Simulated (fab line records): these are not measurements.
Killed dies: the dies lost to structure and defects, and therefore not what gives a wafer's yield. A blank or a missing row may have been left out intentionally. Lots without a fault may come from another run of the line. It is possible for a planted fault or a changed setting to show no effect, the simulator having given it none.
fab line records	flow nand-harc
[record] lots = 7	wafers = 21	last-day = 32
route steps=1302 shown A_SLIT@945 A_SIN_REMOVE@947 A_WL_FILL@952
lots that met no fault: from a run of the same line without faults
start-h: start of the lot's first displayed wafer, in hours after the record's first day	wait-h: how many hours have passed since the lot's step before this one	" identical to the entry in the row above	L1.1+2: one row covering several wafers at once	- no value, or no start given	* or withheld: withheld	< > ~ a bound
route shown NAME@n: names a module that has steps shown in the file, with the first one's number in the route	usual: the fault-free wafers' mean and standard deviation	same: alike in all rows	chamber/n: place in a boat	sites: each site's reading	_std_site: standard deviation of those values	_edge_site: outer sites' mean less inner sites'	radius-mm: for every site, how far away it sits from the centre of the wafer	mask NAME#n: copy n	behind: the last tool/chamber to shape the wafer	hold: why the lot went on hold/how many hours it stayed there/how the hold came to an end	device: the transistor (n, p or np) that didn't switch	end of line: the route-end tests of the same wafers	for a step that has no rows: nothing shown but its recipe	killed: count of dies lost to structure and defects at first sort (not the wafer's yield)	map: the dies of a wafer, with x for killed, . for not killed, _ for no die there
set.NAME: the setting as run; set.NAME@STEP: as run at that earlier step	model.NAME: the simulator's own value behind a step, which no gauge read
lots at selected steps of the route; one table per step, one row per wafer
services: when a tool's chamber went out of use (start-h, in hours from the record's first day, below 0 if earlier), for how many hours, and the reason
[[steps]]
[step NHARC_A_SLIT_SRD_20]
[step NHARC_A_SLIT_CD_MEAS_21]
[usual] cd-nm = 289.9/0.93
lot.wafer	tool	chamber	start-h	wait-h	cd-nm
L423.1	cd-sem-02	-	464.23	-	289.8
L423.4	"	-	"	"	290.4
L423.6	"	-	"	"	290.0
L431.1	cd-sem-02	-	557.13	-	291.0
L431.3	"	-	"	"	289.6
L431.4	"	-	"	"	289.4
L437.2	cd-sem-01	-	586.68	-	289.4
L437.3	"	-	"	"	288.9
L437.6	"	-	"	"	289.7
L435.1	cd-sem-01	-	588.49	-	291.8
L435.2	"	-	"	"	290.4
L435.5	"	-	"	"	290.7
L442.1	cd-sem-03	-	634.83	-	291.0
L442.4	"	-	"	"	289.2
L442.6	"	-	"	"	290.1
L443.2	cd-sem-02	-	645.43	-	290.9
L443.3	"	-	"	"	289.6
L443.6	"	-	"	"	290.0
L445.2	cd-sem-01	-	675.36	-	288.9
L445.3	"	-	"	"	288.7
L445.4	"	-	"	"	290.3
[step NHARC_A_SIN_REMOVE_WET_00]
[recipe] temp-c = 160	time-s = 15300	chemistry = H3PO4
[step NHARC_A_SIN_REMOVE_PRECLEAN_01]
[recipe] time-s = *	temp-c = 50	bath-age-min = 0	chemistry = SC1
[step NHARC_A_SIN_REMOVE_SRD_02]
[step NHARC_A_SIN_REMOVE_INSPECT_04]
[usual] raw-defect-count = 399/92
lot.wafer	tool	chamber	start-h	wait-h	raw-defect-count
L423.1	defect-inspect-01	-	470.82	0.0	375
L423.4	"	-	"	"	398
L423.6	"	-	"	"	353
L431.1	defect-inspect-02	-	563.78	0.0	306
L431.3	"	-	"	"	420
L431.4	"	-	"	"	356
L437.2	defect-inspect-01	-	593.28	0.0	349
L437.3	"	-	"	"	469
L437.6	"	-	"	"	364
L435.1	defect-inspect-02	-	595.30	0.0	564
L435.2	"	-	"	"	432
L435.5	"	-	"	"	584
L442.1	defect-inspect-01	-	641.46	0.0	309
L442.4	"	-	"	"	257
L442.6	"	-	"	"	318
L443.2	defect-inspect-02	-	652.09	0.0	345
L443.3	"	-	"	"	376
L443.6	"	-	"	"	335
L445.2	defect-inspect-01	-	681.97	0.0	568
L445.3	"	-	"	"	591
L445.4	"	-	"	"	338
[step NHARC_A_WL_FILL_ALD_00]
[recipe] target-thk-a = 30	pulse-time-s = 3	ald-cycles = 30	temp-c = 300	material = Al2O3
[usual] heater-power-w = 474/37	precursor-pulse-height-rel = 1.000/0.021
lot.wafer	tool	chamber	start-h	wait-h	heater-power-w	precursor-pulse-height-rel
L423.1	ald-hk-04	3	470.95	0.1	507	0.966
L423.4	"	0	"	"	443	0.987
L423.6	"	1	"	"	501	0.996
L431.1	ald-hk-02	1	563.85	0.1	460	0.959
L431.3	"	2	"	"	495	1.022
L431.4	"	0	"	"	422	1.033
L437.3	ald-hk-03	1	593.40	0.1	537	0.993
L437.2	"	2	"	"	444	0.997
L437.6	"	3	"	"	429	1.010
L435.1	ald-hk-04	0	595.39	0.1	425	1.025
L435.2	"	2	"	"	432	0.984
L435.5	"	3	"	"	504	1.038
L442.4	ald-hk-02	0	641.58	0.1	431	0.993
L442.1	"	1	"	"	467	0.992
L442.6	"	3	"	"	528	0.974
L443.3	ald-hk-04	3	652.15	0.1	504	0.965
L443.2	"	0	"	"	432	0.993
L443.6	"	0	"	"	433	1.014
L445.2	ald-hk-02	3	682.03	0.1	522	0.998
L445.4	"	1	"	"	454	0.987
L445.3	"	2	"	"	496	0.993
[step NHARC_A_WL_FILL_RTA_01]
[recipe] temp-c = 1000	time-s = 5
[usual] lamp-power-pct = 27.2/1.1	lamp_zone_6_pct = 27.1/1.1	wafer_temp_C_max = 1005.6/2.2
lot.wafer	tool	chamber	start-h	wait-h	lamp-power-pct	lamp_zone_6_pct	wafer_temp_C_max
L423.1	rtp-anneal-01	0	471.16	-	26.2	26.1	1007.3
L423.4	"	0	"	"	26.2	26.1	1006.8
L423.6	"	0	"	"	26.1	26.1	1006.8
L431.1	rtp-anneal-01	0	564.11	-	26.2	26.1	1005.6
L431.3	"	0	"	"	26.2	26.1	1005.2
L431.4	"	0	"	"	26.2	26.1	1008.1
L437.2	rtp-anneal-01	0	593.63	-	26.1	26.1	1006.2
L437.3	"	0	"	"	26.1	26.0	1006.7
L437.6	"	0	"	"	26.1	26.1	1008.1
L435.1	rtp-anneal-01	0	595.64	-	26.2	26.1	1007.1
L435.2	"	0	"	"	26.2	26.1	1010.5
L435.5	"	0	"	"	26.2	26.1	1007.8
L442.1	rtp-anneal-01	0	641.78	-	26.2	26.1	1007.3
L442.4	"	0	"	"	26.2	26.1	1008.5
L442.6	"	0	"	"	26.2	26.1	1007.5
L443.2	rtp-anneal-02	0	652.45	-	28.5	28.4	1003.2
L443.3	"	0	"	"	28.4	28.4	1003.6
L443.6	"	0	"	"	28.5	28.3	1003.3
L445.2	rtp-anneal-02	0	682.33	-	28.4	28.3	1002.7
L445.3	"	0	"	"	28.4	28.3	1002.8
L445.4	"	0	"	"	28.4	28.4	1003.5
[step NHARC_A_WL_FILL_ALD_02]
[recipe] target-thk-a = 20	pulse-time-s = 3	ald-cycles = 100	temp-c = 450	material = TiN
[usual] heater-power-w = 1016/71	precursor-pulse-height-rel = 1.002/0.018
lot.wafer	tool	chamber	start-h	wait-h	heater-power-w	precursor-pulse-height-rel
L423.4	ald-metal-03	2	471.45	0.2	1005	0.974
L423.1	"	3	"	"	1076	0.993
L423.6	"	1	"	"	946	1.014
L431.3	ald-metal-04	3	564.36	0.2	1094	1.007
L431.4	"	0	"	"	893	1.034
L431.1	"	1	"	"	1039	1.047
L437.2	ald-metal-03	0	593.89	0.2	992	1.013
L437.3	"	1	"	"	951	1.010
L437.6	"	2	"	"	973	0.995
L435.1	ald-metal-02	1	595.85	0.2	1043	1.033
L435.2	"	0	"	"	1117	0.999
L435.5	"	2	"	"	1049	1.014
L442.1	ald-metal-02	1	642.00	0.2	964	0.996
L442.4	"	2	"	"	1093	1.001
L442.6	"	1	"	"	959	1.041
L443.2	ald-metal-03	1	652.67	0.2	947	0.979
L443.3	"	2	"	"	975	0.969
L443.6	"	0	"	"	985	0.994
L445.3	ald-metal-03	2	682.55	0.2	976	1.015
L445.2	"	3	"	"	1089	1.002
L445.4	"	0	"	"	1006	0.994
[step NHARC_A_WL_FILL_CVD_03]
[recipe] target-thk-a = 400	temp-c = 300	pressure-torr = 40	wf6-flow-sccm = 40	h2-flow-sccm = 1600	ar-flow-sccm = 1560	time-s = 279	material = W
[usual] heater-power-w = 492/19	throttle-valve-pct = 8.13/0.17
lot.wafer	tool	chamber	start-h	wait-h	heater-power-w	throttle-valve-pct
L423.1	cvd-w-02	0	471.81	0.1	491	8.61
L423.4	"	1	"	"	501	8.28
L423.6	"	1	"	"	521	7.96
L431.1	cvd-w-01	0	564.81	0.1	494	7.96
L431.3	"	1	"	"	455	8.01
L431.4	"	0	"	"	481	7.68
L437.2	cvd-w-01	0	594.25	0.1	499	8.25
L437.3	"	0	"	"	488	8.22
L437.6	"	0	"	"	498	8.00
L435.2	cvd-w-01	0	596.29	0.1	490	8.11
L435.1	"	1	"	"	462	8.10
L435.5	"	1	"	"	463	8.06
L442.1	cvd-w-01	0	642.77	0.4	488	8.06
L442.4	"	0	"	"	487	7.98
L442.6	"	1	"	"	471	8.09
L443.2	cvd-w-01	0	653.12	0.1	490	7.96
L443.3	"	0	"	"	492	7.79
L443.6	"	1	"	"	447	8.10
L445.2	cvd-w-02	1	683.00	0.1	502	8.19
L445.4	"	0	"	"	489	8.13
L445.3	"	1	"	"	507	8.17
[step NHARC_A_WL_FILL_ETCHBACK_04]
[recipe] target-depth-a = 600	time-s = 120	chemistry = NF3
[usual] chamber-pressure-mTorr = 299.99/0.29	drypump-motor-current-A = 6.03/0.19	oes-product-au = 1.003/0.01
lot.wafer	tool	chamber	start-h	wait-h	chamber-pressure-mTorr	drypump-motor-current-A	oes-product-au	rf-hours-counter-h
L423.1	rie-metal-03	1	472.18	0.3	300.10	5.90	1.001	1.8
L423.4	"	1	"	"	300.13	5.90	0.995	-
L423.6	"	1	"	"	300.28	5.88	0.994	-
L431.1	rie-metal-03	1	565.13	0.3	-	-	-	-
L431.4	"	1	"	"	-	-	-	-
L431.3	"	0	"	"	-	-	-	-
L437.2	rie-metal-01	0	594.62	0.3	-	-	-	-
L437.3	"	1	"	"	-	-	-	-
L437.6	"	0	"	"	-	-	-	-
L435.1	rie-metal-02	1	596.66	0.3	-	-	-	-
L435.2	"	0	"	"	-	-	-	-
L435.5	"	1	"	"	-	-	-	-
L442.1	rie-metal-03	1	643.14	0.3	299.76	5.88	1.013	2.0
L442.4	"	1	"	"	299.80	5.90	0.996	-
L442.6	"	1	"	"	300.07	5.88	0.999	-
L443.2	rie-metal-01	0	653.45	0.3	300.24	6.24	1.008	1.1
L443.3	"	1	"	"	300.31	6.30	1.004	-
L443.6	"	0	"	"	299.89	6.24	1.004	-
L445.2	rie-metal-01	0	683.35	0.3	300.06	6.24	1.016	1.4
L445.4	"	1	"	"	300.34	6.38	1.020	-
L445.3	"	0	"	"	299.62	6.22	1.022	-
[step NHARC_A_WL_FILL_ETCHBACK_05]
[recipe] target-depth-a = 220	time-s = 60	temp-c = 40	chemistry = Cl2/BCl3
[usual] chamber-pressure-mTorr = 10.000/0.0086	drypump-motor-current-A = 6.04/0.19	oes-product-au = 1.002/0.0092
lot.wafer	tool	chamber	start-h	wait-h	chamber-pressure-mTorr	drypump-motor-current-A	oes-product-au	rf-hours-counter-h
L423.1	rie-metal-03	1	472.62	0.4	9.995	5.89	0.992	2.1
L423.4	"	1	"	"	9.984	5.91	0.989	-
L423.6	"	1	"	"	10.013	5.89	0.992	-
L431.1	rie-metal-03	1	565.38	0.2	9.988	5.87	0.984	0.7
L431.4	"	0	"	"	9.993	5.86	1.005	-
L431.3	"	1	"	"	10.011	5.90	0.991	-
L437.2	rie-metal-01	1	594.88	0.2	9.996	6.38	0.998	0.1
L437.3	"	1	"	"	10.019	6.38	1.012	-
L437.6	"	0	"	"	10.000	6.24	1.010	-
L435.1	rie-metal-02	0	596.90	0.2	10.003	5.89	1.003	2.3
L435.2	"	1	"	"	10.011	5.98	1.007	2.3
L435.5	"	1	"	"	10.005	5.97	1.006	-
L442.1	rie-metal-03	1	643.39	0.2	10.007	5.88	1.001	2.1
L442.4	"	1	"	"	10.000	5.88	1.016	-
L442.6	"	1	"	"	10.011	5.88	1.008	-
L443.2	rie-metal-01	1	653.70	0.2	10.005	6.34	1.002	1.2
L443.3	"	0	"	"	9.994	6.24	1.018	-
L443.6	"	1	"	"	10.002	6.39	1.007	-
L445.2	rie-metal-01	0	683.57	0.2	9.994	6.25	0.999	1.5
L445.4	"	1	"	"	10.009	6.33	0.998	-
L445.3	"	0	"	"	10.005	6.26	1.013	-
[[services]]
tool	chamber	start-h	hours	kind
cvd-w-02	-	450.00	13.0	pm
rie-metal-02	-	454.00	9.0	pm
cvd-w-02	-	464.36	1.6	repair
rie-metal-03	0	467.80	36.7	repair
ald-metal-02	-	481.47	1.8	repair
ald-hk-02	-	495.45	0.6	repair
rie-metal-03	-	519.03	9.0	pm
ald-metal-02	-	527.22	0.9	repair
ald-hk-02	-	528.11	10.0	pm
rie-metal-03	1	533.47	15.5	repair
rie-metal-03	-	539.96	14.5	repair
cvd-w-01	-	547.66	13.0	pm
ald-metal-03	2	563.07	3.4	repair
ald-metal-03	-	568.00	10.0	pm
rie-metal-01	-	575.00	9.0	pm
rie-metal-02	-	579.10	1.0	repair
cvd-w-02	-	579.29	1.5	repair
rie-metal-01	0	586.80	7.7	repair
ald-metal-02	-	610.00	10.0	pm
ald-hk-04	-	615.62	10.0	pm
cvd-w-02	1	627.84	2.6	repair
rie-metal-01	0	657.45	1.7	repair
ald-metal-03	-	672.17	1.4	repair
ald-metal-03	3	677.80	3.8	repair
[[key]]
[first-sign] step = NHARC_A_WL_FILL_ETCHBACK_04	reading = tool-record	direction = missing
effect none on later readings
met-at NHARC_A_WL_FILL_ETCHBACK_04
struck-wafers L431.1,L431.3,L431.4,L435.1,L435.2,L435.5,L437.2,L437.3,L437.6
later-rows-left-out L431.1,L431.3,L431.4,L435.1,L435.2,L435.5,L437.2,L437.3,L437.6
sort-left-out L431.1,L431.3,L431.4,L435.1,L435.2,L435.5,L437.2,L437.3,L437.6
tester-left-out L431,L435,L437
onset-between 472.18 565.13
[fault] kind = skipped-step-whole	tool = rie-metal-01,rie-metal-02,rie-metal-03	chamber = -	onset-h = 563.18	steps = NHARC_A_WL_FILL_ETCHBACK_04	scope = struck-lots-only
// tester-left-out: of these lots the tester's yield and bins aren't shown, on N5 and GAA mostly nor the transistor test; their killed dies are dies lost to structure and defects alone, not to doping, threshold or leakage, so they don't give the yield
// sort-left-out: the simulated sort isn't trusted on such a fault, so these wafers' sort isn't shown, and their yield isn't known
// later-rows-left-out: the simulator's readings of these wafers behind a module that went badly wrong aren't trusted and aren't shown, but for the sort
